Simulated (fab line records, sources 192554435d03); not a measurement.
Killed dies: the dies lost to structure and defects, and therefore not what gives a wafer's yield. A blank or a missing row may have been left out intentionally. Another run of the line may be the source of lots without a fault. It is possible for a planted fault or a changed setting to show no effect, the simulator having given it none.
Code-filled problem report in 8D (eight disciplines) form :: flow n5 finfet :: the parts of the form that need people (team, actions taken, sign-off) are left out

## 1. PROBLEM STATEMENT
Mean of spin speed rpm at N5_BEOL_M14_COAT_66: 1565.2 rpm across 9 wafers in 3 lots; on wafers with no fault it is 1500.2 rpm (standard deviation 0.94). Relative to the usual mean, that is a shift of +69 standard deviations.
The step: time 60 s, resist thk 110 nm.
Seen first at day 12 02:57 on litho track-01, wafer L891.2. The record holds 15 wafers of 5 lots with a number at this step. By rule, "out" or "out of limits" means more than 4 standard deviations away from the usual mean. Any other wafer with a number is counted as sound.

## 2. WHAT IT IS, WHAT IT ISN'T
question: which readings at this step
is: spin speed rpm
is not: -

question: which lots
is: L891, L893, L894
is not: L908, L910

question: which wafers of those lots
is: all that have a number
is not: -

question: read on which tools
is: litho track-01
is not: litho track-03

question: when
is: from day 12 02:57
is not: up to then (0 sound wafers); but 6 sound wafers of L908, L910 came after

## 3. THE SUSPECTS, EACH WITH WHAT RULES IT OUT
Counting: any tool at a process step up to the reading is kept as a suspect provided that every lot that is out went through it and no sound lot did after the first of them.
- litho track-01 at N5_BEOL_M14_COAT_66 (time 60 s, resist thk 110 nm): ruled out as a lasting fault. After its first lot that is out, L891 (day 12 02:57), sound lots L910 ran on it.
Left after counting: nothing in the record.

## 4. THE CAUSE (what the simulator had put in)
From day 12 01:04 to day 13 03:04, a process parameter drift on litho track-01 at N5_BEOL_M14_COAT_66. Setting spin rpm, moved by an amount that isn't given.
Counting ruled it out, wrongly.

## 5. THE EFFECT CHAIN, in route order
Each row: a reading whose mean over the struck wafers that have a number lies more than 3 standard deviations from the usual. Scope: only readings with a usual standard deviation given in the record; hours: median across lots of the time from each lot's start at the first step in this table that gives one to its start at this step; sigmas: change in usual standard deviations.
hours: 0
step: N5_BEOL_M14_COAT_66
reading: spin speed rpm
usual: 1500.2 rpm
on struck wafers: 1565.2
change: +65.0
sigmas: +69
Here are the process steps it includes:
- N5_BEOL_M14_COAT_66: time 60 s, resist thk 110 nm.

## 6. WHAT WOULD HAVE CAUGHT IT SOONER
First out-of-limits reading in this record: day 12 02:57, which is 2 hours after fault onset at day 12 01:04.
